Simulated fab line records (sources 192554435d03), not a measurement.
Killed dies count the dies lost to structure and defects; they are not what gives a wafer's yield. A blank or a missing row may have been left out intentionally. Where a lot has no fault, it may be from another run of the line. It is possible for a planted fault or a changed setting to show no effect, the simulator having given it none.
Chamber matching || flow n5Finfet || 4 sister chambers for N5_BEOL_M10_DESCUM_16 on rieDiel-04
The step chemistry O2, time 7.9 s. 4 wafers are shown with their chamber, then 8 later ones without.

== WAFERS, EACH WITH ITS CHAMBER ==
{"wafer": "L076.3", "chamber": 0, "showerheadPlenumPTorr (Torr)": 1.97}
{"wafer": "L081.2", "chamber": 1, "showerheadPlenumPTorr (Torr)": 2.14}
{"wafer": "L081.5", "chamber": 3, "showerheadPlenumPTorr (Torr)": 1.96}
{"wafer": "L084.1", "chamber": 2, "showerheadPlenumPTorr (Torr)": 2.04}

== WAFERS WHOSE CHAMBER IS MISSING ==
{"wafer": "L084.5", "showerheadPlenumPTorr (Torr)": 2.04}
{"wafer": "L084.6", "showerheadPlenumPTorr (Torr)": 1.96}
{"wafer": "L094.4", "showerheadPlenumPTorr (Torr)": 2.03}
{"wafer": "L094.5", "showerheadPlenumPTorr (Torr)": 1.95}
{"wafer": "L094.6", "showerheadPlenumPTorr (Torr)": 2.13}
{"wafer": "L096.1", "showerheadPlenumPTorr (Torr)": 2.13}
{"wafer": "L096.2", "showerheadPlenumPTorr (Torr)": 2.03}
{"wafer": "L096.4", "showerheadPlenumPTorr (Torr)": 2.13}

== WHICH CHAMBER EACH ONE RAN IN ==
{"wafer": "L084.5", "from the rows above": 2, "in truth": 2}
{"wafer": "L084.6", "from the rows above": "can't be placed: 3 or 0", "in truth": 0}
{"wafer": "L094.4", "from the rows above": 2, "in truth": 2}
{"wafer": "L094.5", "from the rows above": "can't be placed: 3 or 0", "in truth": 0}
{"wafer": "L094.6", "from the rows above": 1, "in truth": 1}
{"wafer": "L096.1", "from the rows above": 1, "in truth": 1}
{"wafer": "L096.2", "from the rows above": 2, "in truth": 2}
{"wafer": "L096.4", "from the rows above": 1, "in truth": 1}
6 of 8 placed correctly. From these rows, 2 cannot be placed; in 2 the true chamber is one of the candidates. Number placed wrongly: 0.
How it was worked out, from the rows above alone: a wafer's distance from a chamber is the root of the sum, over the readings, of the square of ((its reading less the chamber's mean) divided by the reading's scatter). If the next closest chamber is less than 2 further off than the closest, the wafer can't be placed; otherwise it belongs to the closest. A chamber's mean is the mean of its shown wafers. The scatter: with one shown wafer a chamber, the root of the mean of the squares of how far each hidden wafer lies from its nearest shown one.
